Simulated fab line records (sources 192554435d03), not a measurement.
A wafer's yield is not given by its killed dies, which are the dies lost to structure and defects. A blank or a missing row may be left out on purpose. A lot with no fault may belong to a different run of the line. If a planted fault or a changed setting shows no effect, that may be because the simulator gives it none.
The tool behind it: which one? + flow n5-finfet + Sampling: 12 lots, 36 wafers, 3 of 1938 route steps

== WHAT EACH GAUGE READ, for each wafer ==
N5_GATE_CUT_OVL_MEAS_14.
| lot  | measured     | on         | GATE_CUT_OVL (nm) |
|------|--------------|------------|-------------------|
| L075 | day 4 17:13  | overlay-02 | 1.5 1.6 1.2       |
| L077 | day 5 04:40  | overlay-02 | 0.8 0.1 0.1       |
| L079 | day 5 18:25  | overlay-01 | 0.7 1.9 0.7       |
| L081 | day 6 06:01  | overlay-02 | -0.1 -0.5 -1.0    |
| L083 | day 6 16:58  | overlay-02 | -1.1 -1.1 -0.7    |
| L085 | day 7 06:39  | overlay-01 | -0.4 0.3 0.7      |
| L087 | day 7 16:57  | overlay-01 | 0.3 0.6 0.4       |
| L089 | day 8 09:18  | overlay-01 | 0.3 0.1 -0.5      |
| L091 | day 8 20:25  | overlay-01 | -0.5 -0.3 -0.3    |
| L093 | day 9 05:30  | overlay-02 | 0.5 -0.3 0.1      |
| L095 | day 9 20:49  | overlay-01 | -1.0 -0.9 -0.7    |
| L097 | day 10 07:32 | overlay-02 | 0.2 -0.5 -0.6     |

== WHAT TOOL EACH LOT RAN ON (gives the tool, then ch and the chambers of the sampled wafers, and finally the start) ==
| lot  | N5_HKMG_FIN_ETCH_86                | N5_HKMG_FIN_ALD_21                  |
|------|------------------------------------|-------------------------------------|
| L075 | rie-diel-04 ch 2,3, day 4 10:17    | ald-metal-02 ch 1,2,3, day 4 12:14  |
| L077 | rie-diel-04 ch 1,2,3, day 4 21:43  | ald-metal-04 ch 0,3, day 4 23:38    |
| L079 | rie-diel-04 ch 0,3, day 5 11:12    | ald-metal-03 ch 0,1,2, day 5 13:02  |
| L081 | rie-diel-02 ch 2,3, day 5 23:20    | ald-metal-04 ch 0,1, day 6 01:09    |
| L083 | rie-diel-02 ch 0,3, day 6 09:57    | ald-metal-04 ch 2,3, day 6 11:46    |
| L085 | rie-diel-01 ch 2,3, day 6 23:22    | ald-metal-02 ch 1,2,3, day 7 01:20  |
| L087 | rie-diel-01 ch 2,3, day 7 10:13    | ald-metal-03 ch 1,2,3, day 7 12:04  |
| L089 | rie-diel-01 ch 2,3, day 8 02:23    | ald-metal-03 ch 0,2, day 8 04:12    |
| L091 | rie-diel-04 ch 0,2,3, day 8 12:57  | ald-metal-03 ch 1,2,3, day 8 15:06  |
| L093 | rie-diel-01 ch 0,1,3, day 8 21:16  | ald-metal-03 ch 1,2,3, day 8 23:05  |
| L095 | rie-diel-01 ch 1,2, day 9 13:51    | ald-metal-03 ch 1,2,3, day 9 15:40  |
| L097 | rie-diel-02 ch 0,2,3, day 10 00:32 | ald-metal-03 ch 0,1,3, day 10 02:22 |
- N5_HKMG_FIN_ETCH_86: etches SOC in N2/H2, stops on TiN, target depth 393.2 nm.
- N5_HKMG_FIN_ALD_21: deposits TiN, target thk 1.5 nm, pulse time 1 s, purge time 3 s.

== THE ANSWER, worked out from the rows above alone ==
Rule: usual is defined by the lots themselves. Put in order of their means at a reading, lots are off if they are a third of the lots or fewer, leave a main group of 4 or more, and stand apart from it by a gap of 3 or more times the standard deviation of the main group's means; of several such gaps the widest counts. A main group is skipped when, at the precision printed for the reading in the tables above, its means are all equal. A lot without any number at a reading at which 4 lots or more have one is off too. All remaining lots with rows at the step are treated as sound.
No lot is off at any reading shown: from this, nothing can be told.

== WHAT HAD BEEN PUT IN BY THE SIMULATOR ==
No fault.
